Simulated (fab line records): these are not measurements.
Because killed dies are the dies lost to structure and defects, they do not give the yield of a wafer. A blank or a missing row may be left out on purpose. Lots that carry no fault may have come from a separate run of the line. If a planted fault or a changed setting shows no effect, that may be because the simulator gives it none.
Which tool did it? -- flow nand harc -- 72 wafers sampled from 24 lots at 1 step of a route of 1159

## WHAT THE GAUGES SHOWED, per wafer
NHARC_A_ONON_D1_THK_MEAS_18: measures by ellipsometry. Usual: thk nm 1001 nm, standard deviation 8.6.
lot,measured,on,thk nm (nm),flag
L074,day 8 00:10,film metro-01,1000 1000 999,
L076,day 8 10:08,film metro-01,983 982 981,
L075,day 8 10:19,film metro-02,1008 1011 1011,
L078,day 8 21:38,film metro-01,1004 1005 1003,
L077,day 8 21:39,film metro-02,1007 1008 1005,
L081,day 9 14:58,film metro-02,997 999 999,
L080,day 9 14:58,film metro-01,991 990 990,
L079,day 9 14:58,film metro-02,996 997 995,
L083,day 9 21:44,film metro-02,1011 1012 1011,
L082,day 9 21:45,film metro-01,1001 1000 1003,
L084,day 10 07:13,film metro-01,1019 1019 1017,
L086,day 11 00:58,film metro-02,1002 1003 1003,
L087,day 11 00:58,film metro-01,991 992 991,
L085,day 12 00:43,film metro-02,997 998 998,
L088,day 12 00:43,film metro-01,990 990 990,
L090,day 12 08:28,film metro-02,998 998 999,
L091,day 12 08:29,film metro-01,1006 1008 1007,
L089,day 12 08:50,film metro-01,1011 1014 1011,
L093,day 12 16:29,film metro-01,1006 1007 1010,
L092,day 12 16:29,film metro-02,1008 1006 1007,
L094,day 12 16:29,film metro-02,1007 1008 1008,
L095,day 13 06:34,film metro-02,1000 1001 999,
L096,day 13 06:34,film metro-01,999 1000 999,
L097,day 13 17:40,film metro-02,989 987 987,

## WHAT TOOL EACH LOT RAN ON (gives the tool, then ch and the chambers of the sampled wafers, and finally the start)
No process step before these readings appears in the record.

## AS READ BY THE TOOLS THEMSELVES (means over the sampled wafers that have a number; for cases with no such wafer, the mark the record gives instead)
The record holds no such reading with a usual standard deviation.

## THE ANSWER, worked out from the rows above alone
Rule: a lot counts as off when the mean over its wafers that have a number is more than 3 standard deviations away from the usual mean. A lot without any number at a reading at which 4 lots or more have one is off too. Any other lot the step has rows for is counted as sound. First the gauges in route order, then the tools' own readings, where a lot's mean is used as printed above. The first step at which some lot is off is used, and at that step the reading that is off furthest; a lot without a number counts as furthest.
No lot is off on any of the readings shown, so nothing can be concluded from this.

## WHAT HAD BEEN PUT IN BY THE SIMULATOR
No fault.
